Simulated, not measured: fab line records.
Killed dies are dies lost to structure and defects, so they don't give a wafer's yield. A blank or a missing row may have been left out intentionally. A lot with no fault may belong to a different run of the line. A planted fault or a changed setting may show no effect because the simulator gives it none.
Matching of chambers :: flow n5Finfet :: rieDiel-03 running N5_BEOL_M3_STRIP_66: 4 sister chambers
The step strips in CF4. 20 wafers are shown with their chamber, then 10 later ones without.

WAFERS, EACH WITH ITS CHAMBER
wafer: L076.2
chamber: 3
drypumpMotorCurrentA (A): 6.0
showerheadPlenumPTorr (Torr): 1.91
oesProductAu (a.u.): 0.94

wafer: L076.4
chamber: 2
drypumpMotorCurrentA (A): 6.2
showerheadPlenumPTorr (Torr): 1.83
oesProductAu (a.u.): 0.83

wafer: L076.5
chamber: 1
drypumpMotorCurrentA (A): 6.0
showerheadPlenumPTorr (Torr): 1.71
oesProductAu (a.u.): 0.73

wafer: L078.1
chamber: 0
drypumpMotorCurrentA (A): 5.4
showerheadPlenumPTorr (Torr): 1.79
oesProductAu (a.u.): 0.76

wafer: L078.4
chamber: 3
drypumpMotorCurrentA (A): 6.0
showerheadPlenumPTorr (Torr): 1.91
oesProductAu (a.u.): 0.94

wafer: L078.5
chamber: 1
drypumpMotorCurrentA (A): 6.0
showerheadPlenumPTorr (Torr): 1.71
oesProductAu (a.u.): 0.73

wafer: L079.1
chamber: 3
drypumpMotorCurrentA (A): 6.1
showerheadPlenumPTorr (Torr): 1.91
oesProductAu (a.u.): 0.92

wafer: L079.3
chamber: 0
drypumpMotorCurrentA (A): 5.4
showerheadPlenumPTorr (Torr): 1.79
oesProductAu (a.u.): 0.75

wafer: L079.5
chamber: 3
drypumpMotorCurrentA (A): 6.1
showerheadPlenumPTorr (Torr): 1.91
oesProductAu (a.u.): 0.92

wafer: L083.2
chamber: 1
drypumpMotorCurrentA (A): 6.0
showerheadPlenumPTorr (Torr): 1.71
oesProductAu (a.u.): 0.72

wafer: L083.5
chamber: 2
drypumpMotorCurrentA (A): 6.2
showerheadPlenumPTorr (Torr): 1.83
oesProductAu (a.u.): 0.82

wafer: L083.6
chamber: 1
drypumpMotorCurrentA (A): 6.0
showerheadPlenumPTorr (Torr): 1.71
oesProductAu (a.u.): 0.72

wafer: L085.2
chamber: 2
drypumpMotorCurrentA (A): 6.2
showerheadPlenumPTorr (Torr): 1.82
oesProductAu (a.u.): 0.83

wafer: L085.5
chamber: 0
drypumpMotorCurrentA (A): 5.4
showerheadPlenumPTorr (Torr): 1.79
oesProductAu (a.u.): 0.74

wafer: L085.6
chamber: 3
drypumpMotorCurrentA (A): 6.1
showerheadPlenumPTorr (Torr): 1.91
oesProductAu (a.u.): 0.90

wafer: L089.1
chamber: 3
drypumpMotorCurrentA (A): 6.0
showerheadPlenumPTorr (Torr): 1.90
oesProductAu (a.u.): 0.89

wafer: L089.2
chamber: 2
drypumpMotorCurrentA (A): 6.2
showerheadPlenumPTorr (Torr): 1.82
oesProductAu (a.u.): 0.81

wafer: L089.4
chamber: 1
drypumpMotorCurrentA (A): 6.0
showerheadPlenumPTorr (Torr): 1.70
oesProductAu (a.u.): 0.72

wafer: L093.1
chamber: 1
drypumpMotorCurrentA (A): 6.0
showerheadPlenumPTorr (Torr): 1.70
oesProductAu (a.u.): 0.71

wafer: L093.4
chamber: 2
drypumpMotorCurrentA (A): 6.2
showerheadPlenumPTorr (Torr): 1.82
oesProductAu (a.u.): 0.81

SIGNATURES (averages over the wafers above)
reading: drypumpMotorCurrentA
chamber 0: 5.400
chamber 1: 6.000
chamber 2: 6.200
chamber 3: 6.050
scatter within a chamber: 0.0306

reading: showerheadPlenumPTorr
chamber 0: 1.7900
chamber 1: 1.7067
chamber 2: 1.8240
chamber 3: 1.9083
scatter within a chamber: 0.00459

reading: oesProductAu
chamber 0: 0.7500
chamber 1: 0.7217
chamber 2: 0.8200
chamber 3: 0.9183
scatter within a chamber: 0.0136
Rule: for each reading, subtract the chamber's mean from the wafer's reading, divide by that reading's scatter and square the result; add these up over the readings and take the root, which gives the wafer's distance from the chamber. The wafer belongs to the nearest chamber; if the next one is less than 2 further off, it can't be placed. The scatter is the square root of a quotient: the sum, over the shown wafers, of each reading's squared deviation from its chamber's mean, divided by wafers minus chambers.

WAFERS MISSING THEIR CHAMBER
wafer: L093.6
drypumpMotorCurrentA (A): 6.2
showerheadPlenumPTorr (Torr): 1.82
oesProductAu (a.u.): 0.80

wafer: L094.1
drypumpMotorCurrentA (A): 6.1
showerheadPlenumPTorr (Torr): 1.90
oesProductAu (a.u.): 0.87

wafer: L094.2
drypumpMotorCurrentA (A): 5.4
showerheadPlenumPTorr (Torr): 1.79
oesProductAu (a.u.): 0.72

wafer: L094.3
drypumpMotorCurrentA (A): 6.2
showerheadPlenumPTorr (Torr): 1.82
oesProductAu (a.u.): 0.80

wafer: L095.1
drypumpMotorCurrentA (A): 6.0
showerheadPlenumPTorr (Torr): 1.70
oesProductAu (a.u.): 0.71

wafer: L095.2
drypumpMotorCurrentA (A): 6.0
showerheadPlenumPTorr (Torr): 1.90
oesProductAu (a.u.): 0.88

wafer: L095.3
drypumpMotorCurrentA (A): 6.1
showerheadPlenumPTorr (Torr): 1.82
oesProductAu (a.u.): 0.81

wafer: L097.1
drypumpMotorCurrentA (A): 6.2
showerheadPlenumPTorr (Torr): 1.82
oesProductAu (a.u.): 0.80

wafer: L097.3
drypumpMotorCurrentA (A): 6.0
showerheadPlenumPTorr (Torr): 1.90
oesProductAu (a.u.): 0.86

wafer: L097.6
drypumpMotorCurrentA (A): 6.2
showerheadPlenumPTorr (Torr): 1.82
oesProductAu (a.u.): 0.79

EACH ONE'S CHAMBER
wafer: L093.6
from the rows above: 2
in truth: 2

wafer: L094.1
from the rows above: 3
in truth: 3

wafer: L094.2
from the rows above: 0
in truth: 0

wafer: L094.3
from the rows above: 2
in truth: 2

wafer: L095.1
from the rows above: 1
in truth: 1

wafer: L095.2
from the rows above: 3
in truth: 3

wafer: L095.3
from the rows above: 2
in truth: 2

wafer: L097.1
from the rows above: 2
in truth: 2

wafer: L097.3
from the rows above: 3
in truth: 3

wafer: L097.6
from the rows above: 2
in truth: 2
Placed correctly: 10 of 10. From these rows, 0 cannot be placed. 0 placed wrongly.
